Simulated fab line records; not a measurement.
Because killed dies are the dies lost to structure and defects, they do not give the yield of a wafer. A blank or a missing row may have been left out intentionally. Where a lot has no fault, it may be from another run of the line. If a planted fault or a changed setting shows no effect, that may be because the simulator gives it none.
Problem report, 8D (eight disciplines) form, completed by code | flow n5 finfet | the parts of the form that need people (team, actions taken, sign-off) are left out

## 1. PROBLEM STATEMENT
Mean of run length s at N5_HKMG_FIN_COAT_66: 76.44 s across 6 wafers in 2 lots; on wafers with no fault it is 66.02 s (standard deviation 0.26). Measured from the usual mean, that is +40 standard deviations.
The step: time 60 s, resist thk 300 nm.
First seen on wafer L516.2, day 7 00:01, on litho track-01. The record has a number at this step for 27 wafers belonging to 9 lots. The rule behind "out" and "out of limits": a value lying over 4 standard deviations away from the usual mean. Any other wafer with a number is counted as sound.

## 2. WHAT IT IS, WHAT IT ISN'T
question                    | is                     | is not
which readings at this step | run length s           | dispense pressure kPa
which lots                  | L516, L518             | L505, L506, L510, L511, L517, L524, L528
which wafers of those lots  | all that have a number | -
read on which tools         | litho track-01         | litho track-02, litho track-03
when                        | from day 7 00:01       | up to then (12 sound wafers); but 9 sound wafers of L517, L524, L528 came after

## 3. SUSPECTS, AND WHAT RULES EACH OUT
Counting: any tool at a process step up to the reading is kept as a suspect provided that every lot that is out went through it and no sound lot did after the first of them.
- rie diel-06 at N5_HKMG_FIN_ETCH_86 (etches SOC in N2/H2, stops on TiN, target depth 393.2 nm): kept. It ran every lot that is out, first L516 (day 6 23:01), and no sound lot after that; its last sound lot up to then is L510 (day 5 10:20).
- plasma asher-01 at N5_HKMG_FIN_STRIP_88 (strips in N2/H2, time 360 s): kept. It ran every lot that is out, first L516 (day 6 23:16), and no sound lot after that; its last sound lot up to then is L511 (day 5 16:27).
- litho track-01 at N5_HKMG_FIN_COAT_66 (time 60 s, resist thk 300 nm): ruled out as a lasting fault. Sound lots L528 ran on it after its first lot that is out, L516 (day 7 00:01).
What counting leaves: rie diel-06 at N5_HKMG_FIN_ETCH_86 and plasma asher-01 at N5_HKMG_FIN_STRIP_88.

## 4. THE CAUSE (what the simulator had put in)
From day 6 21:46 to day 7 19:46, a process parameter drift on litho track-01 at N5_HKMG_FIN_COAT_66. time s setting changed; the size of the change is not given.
Counting ruled it out, wrongly.

## 5. THE EFFECT CHAIN, in route order
Each row: a reading whose mean over the struck wafers that have a number lies more than 3 standard deviations from the usual. Only readings whose record carries a usual standard deviation are examined. hours: median over the lots of the time between each lot's start at the first step of this table that gives one and its start at this step. sigmas: the change, counted in usual standard deviations.
hours | step                | reading      | usual   | on struck wafers | change | sigmas
0     | N5_HKMG_FIN_COAT_66 | run length s | 66.02 s | 76.44            | +10.42 | +40
Process steps it contains:
- N5_HKMG_FIN_COAT_66: time 60 s, resist thk 300 nm.
At these later measuring or inspecting steps, every struck wafer for which the step has a row has a number for every such reading, and none has moved that far: N5_BEOL_M4_RC_MEAS_101.

## 6. HOW IT WOULD HAVE BEEN CAUGHT EARLIER
In this record the first reading out of limits was taken at day 7 00:01, 2 hours after the fault began at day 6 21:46.
